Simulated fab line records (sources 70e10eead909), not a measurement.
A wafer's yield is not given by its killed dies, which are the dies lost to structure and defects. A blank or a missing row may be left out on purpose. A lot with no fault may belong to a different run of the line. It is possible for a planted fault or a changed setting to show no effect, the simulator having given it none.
Code-filled problem report in 8D (eight disciplines) form | flow nand-harc | the parts of the form that need people (team, actions taken, sign-off) are left out

== 1. WHAT WENT WRONG ==
At NHARC_A_BLC_SOFTBAKE_05, heater-power-total-W averages 175.35 W over 6 wafers from 2 lots, while fault-free wafers read 188.45 W, standard deviation 0.14. That puts it -94 standard deviations away from the usual mean.
The step: time 55 s.
Seen first at day 30 08:00 on litho-track-04, wafer L783.1. The record has a number at this step for 33 wafers belonging to 11 lots. Rule for "out" (also "out of limits"): further than 4 standard deviations from the usual mean. All remaining wafers that have a number are taken as sound.

== 2. WHAT IT IS, WHAT IT ISN'T ==
question                    | is                     | is not
which readings at this step | heater-power-total-W   | -
which lots                  | L783, L784             | L768, L769, L770, L771, L773, L775, L782, L787, L788
which wafers of those lots  | all that have a number | -
read on which tools         | litho-track-04         | litho-track-01, litho-track-06
when                        | from day 30 08:00      | up to then (21 sound wafers); but 6 sound wafers of L787, L788 came after

== 3. THE SUSPECTS, EACH WITH WHAT RULES IT OUT ==
Counting: a tool stays on the suspect list if, at a process step up to the reading, it processed all lots that are out and no sound lot following the first of them.
- rie-diel-03 at NHARC_A_CONTACT_ETCH_92 (etches the open film in CH3F/O2, target depth 40 nm, time 85.7 s): ruled out as a lasting fault. The sound lots L787, L788 went through it after L783, its earliest lot that is out (day 30 05:37).
- cmp-02 at NHARC_A_CONTACT_CMP_20 (polishes, t overpolish 30 s, target thk 300 nm): kept. It ran every lot that is out, first L783 (day 30 07:52), and no sound lot after that; its last sound lot up to then is L782 (day 29 03:33).
- litho-track-04 at NHARC_A_BLC_SOFTBAKE_05 (time 55 s): kept. It ran every lot that is out, first L783 (day 30 08:00), and no sound lot after that; its last sound lot up to then is L782 (day 29 03:00). Out on those wafers are its own readings of heater-power-total-W.
Remaining after the count are cmp-02 at NHARC_A_CONTACT_CMP_20 and litho-track-04 at NHARC_A_BLC_SOFTBAKE_05.

== 4. THE CAUSE (what the simulator had put in) ==
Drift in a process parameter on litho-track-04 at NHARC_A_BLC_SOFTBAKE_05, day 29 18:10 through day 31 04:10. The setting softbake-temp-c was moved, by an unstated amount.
Of the 2 suspects that counting leaves, this tool is one.

== 5. SEQUENCE OF EFFECTS, ordered by route ==
Each row: a reading whose mean over the struck wafers that have a number lies more than 3 standard deviations from the usual. Only readings whose record carries a usual standard deviation are examined. hours: median over the lots of the time between each lot's start at the first step of this table that gives one and its start at this step. sigmas: the change, counted in usual standard deviations.
hours | step                    | reading              | usual    | on struck wafers | change | sigmas
0     | NHARC_A_BLC_SOFTBAKE_05 | heater-power-total-W | 188.45 W | 175.35           | -13.10 | -94
It contains these process steps:
- NHARC_A_BLC_SOFTBAKE_05: time 55 s.

== 6. HOW IT WOULD HAVE BEEN CAUGHT EARLIER ==
The fault began at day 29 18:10; the first out-of-limits reading in this record came at day 30 08:00, 14 hours later.
